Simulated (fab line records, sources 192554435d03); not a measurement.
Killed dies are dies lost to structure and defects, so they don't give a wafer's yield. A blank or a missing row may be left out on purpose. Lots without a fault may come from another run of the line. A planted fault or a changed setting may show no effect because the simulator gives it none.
Which tool did it? | flow n5_finfet | 14 lots, 41 wafers sampled, at 4 steps of a route of 1938

WHAT THE GAUGES READ, wafer by wafer
N5_DUMMY_GATE_INSPECT_17: inspects for defects (brightfield).
lot  | measured    | on                | raw_defect_count
L747 | day 3 05:09 | defect_inspect-02 | 162 234 157
L748 | day 3 11:31 | defect_inspect-02 | 213 210 243
L749 | day 3 17:55 | defect_inspect-01 | 229 191 355
L750 | day 3 22:10 | defect_inspect-01 | 132 201 170
L752 | day 4 10:56 | defect_inspect-01 | 328 258 232
L753 | day 4 16:46 | defect_inspect-02 | 178 246 191
L754 | day 4 23:01 | defect_inspect-01 | 153 183 186
L755 | day 5 05:11 | defect_inspect-02 | 216 307 284
L756 | day 5 15:02 | defect_inspect-02 | 131 181
L758 | day 6 01:13 | defect_inspect-02 | 217 256 214
L759 | day 6 08:55 | defect_inspect-02 | 250 279 221
L762 | day 6 22:48 | defect_inspect-02 | 170 187 204
L763 | day 7 04:34 | defect_inspect-02 | 135 203 125
L766 | day 7 21:44 | defect_inspect-02 | 234 297 322

N5_SD_EPI_P_EPI_MEAS_23.
lot  | measured    | on            | thk_nm (nm)
L747 | day 3 18:31 | film_metro-02 | 58.4 60.3 58.7
L748 | day 3 22:07 | film_metro-01 | 60.5 61.1 58.6
L749 | day 4 06:51 | film_metro-02 | 60.9 60.9 57.4
L750 | day 4 08:47 | film_metro-01 | 59.4 60.6 60.0
L752 | day 4 21:49 | film_metro-02 | 63.3 61.0 61.8
L753 | day 5 03:37 | film_metro-02 | 61.8 61.0 61.0
L754 | day 5 10:31 | film_metro-02 | 60.4 60.1 58.6
L755 | day 5 16:07 | film_metro-02 | 62.4 63.5 63.0
L756 | day 6 01:45 | film_metro-01 | 62.3 61.0
L758 | day 6 12:24 | film_metro-01 | 62.2 61.4 58.4
L759 | day 6 19:40 | film_metro-02 | 60.2 63.1 62.7
L762 | day 7 09:09 | film_metro-01 | 15.3 16.8 14.7
L763 | day 7 16:06 | film_metro-02 | 17.0 14.3 15.8
L766 | day 8 07:54 | film_metro-02 | 60.7 60.4 63.1

WHICH TOOL RAN EACH LOT (tool, then ch and the chambers of the sampled wafers, then the start)
lot  | N5_SD_EPI_N_STRIP_38                | N5_SD_EPI_P_PRECLEAN_51
L747 | plasma_asher-02 ch 0,1, day 3 08:25 | epi_rpcvd-04 ch 0, day 3 13:59
L748 | plasma_asher-02 ch 0,1, day 3 14:40 | epi_rpcvd-03 ch 0, day 3 19:35
L749 | plasma_asher-02 ch 0,1, day 3 20:52 | epi_rpcvd-04 ch 0, day 4 03:28
L750 | plasma_asher-01 ch 0,1, day 4 01:22 | epi_rpcvd-02 ch 0, day 4 06:14
L752 | plasma_asher-02 ch 0, day 4 14:37   | epi_rpcvd-02 ch 0, day 4 19:17
L753 | plasma_asher-01 ch 0,1, day 4 19:53 | epi_rpcvd-03 ch 0, day 5 01:04
L754 | plasma_asher-01 ch 1, day 5 02:26   | epi_rpcvd-04 ch 0, day 5 07:10
L755 | plasma_asher-02 ch 0,1, day 5 08:26 | epi_rpcvd-04 ch 0, day 5 13:32
L756 | plasma_asher-02 ch 0,1, day 5 18:19 | epi_rpcvd-04 ch 0, day 5 23:11
L758 | plasma_asher-01 ch 0,1, day 6 04:26 | epi_rpcvd-04 ch 0, day 6 09:50
L759 | plasma_asher-01 ch 0,1, day 6 12:22 | epi_rpcvd-04 ch 0, day 6 17:07
L762 | plasma_asher-01 ch 0,1, day 7 01:45 | epi_rpcvd-04 ch 0, day 7 06:37
L763 | plasma_asher-01 ch 0,1, day 7 08:17 | epi_rpcvd-04 ch 0, day 7 13:33
L766 | plasma_asher-02 ch 0, day 8 00:40   | epi_rpcvd-02 ch 0, day 8 05:21
- N5_SD_EPI_N_STRIP_38: strips in N2/H2.
- N5_SD_EPI_P_PRECLEAN_51: cleans in NF3:NH3, afs cycles 1, time 20 s, sublimation time 60 s.

WHAT THE TOOLS THEMSELVES READ (means of the sampled wafers that have a number; where no wafer has one, the mark that the record gives instead)
N5_SD_EPI_N_STRIP_38.
lot  | tool            | drypump_motor_current_A (A) | heater_power_w (W) | oes_product_au (a.u.)
L747 | plasma_asher-02 | 5.7                         | 306                | 0.760
L748 | plasma_asher-02 | 5.3                         | 300                | 0.755
L749 | plasma_asher-02 | 5.7                         | 305                | 0.767
L750 | plasma_asher-01 | 5.5                         | 313                | 0.773
L752 | plasma_asher-02 | 4.8                         | 297                | 0.751
L753 | plasma_asher-01 | 5.1                         | 316                | 0.770
L754 | plasma_asher-01 | 4.7                         | 315                | 0.763
L755 | plasma_asher-02 | 5.7                         | 307                | 0.763
L756 | plasma_asher-02 | 5.5                         | 306                | 0.760
L758 | plasma_asher-01 | 5.1                         | 314                | 0.752
L759 | plasma_asher-01 | 5.5                         | 310                | 0.758
L762 | plasma_asher-01 | 5.5                         | 313                | 0.765
L763 | plasma_asher-01 | 5.1                         | 313                | 0.769
L766 | plasma_asher-02 | 4.8                         | 297                | 0.754

THE ANSWER, worked out from the rows above alone
Rule: what is usual is taken from the lots themselves. Put in order of their means at a reading, lots are off if they are a third of the lots or fewer, leave a main group of 4 or more, and stand apart from it by a gap of 3 or more times the standard deviation of the main group's means; of several such gaps the widest counts. A main group whose means are all the same, to the digits that the tables above print for the reading, isn't used. A lot without any number at a reading at which 4 lots or more have one is off too. The other lots that the step has rows for count as sound. The gauges are gone through in route order, then the tools' own readings, and for those a lot's mean is taken as printed above. The first step at which some lot is off is used, and at that step the reading that is off furthest; a lot without a number counts as furthest.
Off: L762, L763, at N5_SD_EPI_P_EPI_MEAS_23 (thk_nm). The main group: mean 60.9 nm, standard deviation 1.1.
A tool fits if, at a process step before that reading, it ran every lot that is off, and no sound lot after the first of them. The gauges at N5_SD_EPI_P_EPI_MEAS_23 are tried like those tools. Can't be told from this: 2 tools fit, plasma_asher-01 at N5_SD_EPI_N_STRIP_38, epi_rpcvd-04 at N5_SD_EPI_P_PRECLEAN_51.

WHAT THE SIMULATOR HAD PUT IN
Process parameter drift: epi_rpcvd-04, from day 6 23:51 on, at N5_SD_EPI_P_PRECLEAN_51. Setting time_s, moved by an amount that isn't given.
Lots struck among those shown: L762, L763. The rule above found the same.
